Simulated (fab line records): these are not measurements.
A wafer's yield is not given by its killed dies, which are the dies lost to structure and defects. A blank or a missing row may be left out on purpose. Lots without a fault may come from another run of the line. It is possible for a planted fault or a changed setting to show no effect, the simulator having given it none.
Matching of chambers ; flow n5Finfet ; N5_BEOL_M8_CVD_78 on cvdCo-01 has 3 sister chambers
The step deposits Co from CCTBA/H2, target thk 2 nm, time 142.3 s. 3 wafers are shown with their chamber, then 7 later ones without.

== WAFERS, EACH WITH ITS CHAMBER ==
wafer;chamber;runLengthS (s)
L520.6;1;165.9
L523.1;2;165.0
L523.2;0;164.8

== WAFERS WHOSE CHAMBER IS MISSING ==
wafer;runLengthS (s)
L523.6;165.5
L525.1;165.8
L525.2;165.3
L525.4;166.6
L526.1;164.5
L526.2;164.9
L526.4;165.3

== WHICH CHAMBER EACH WENT THROUGH ==
wafer;from the rows above;in truth
L523.6;can't be placed: 1 or 2 or 0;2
L525.1;can't be placed: 1 or 2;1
L525.2;can't be placed: 2 or 0 or 1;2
L525.4;1;1
L526.1;can't be placed: 0 or 2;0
L526.2;can't be placed: 0 or 2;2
L526.4;can't be placed: 2 or 0 or 1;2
Correct placement for 1 of the 7. Can't be placed from these rows: 6 (the true chamber is among the candidates in 6). 0 placed wrongly.
How it was worked out, from the rows above alone: a wafer's distance from a chamber is the root of the sum, over the readings, of the square of ((its reading less the chamber's mean) divided by the reading's scatter). If the next closest chamber is less than 2 further off than the closest, the wafer can't be placed; otherwise it belongs to the closest. A chamber's mean is the mean of its shown wafers. The scatter: root of mean squared gap, hidden wafer to nearest shown wafer, with one shown wafer a chamber.
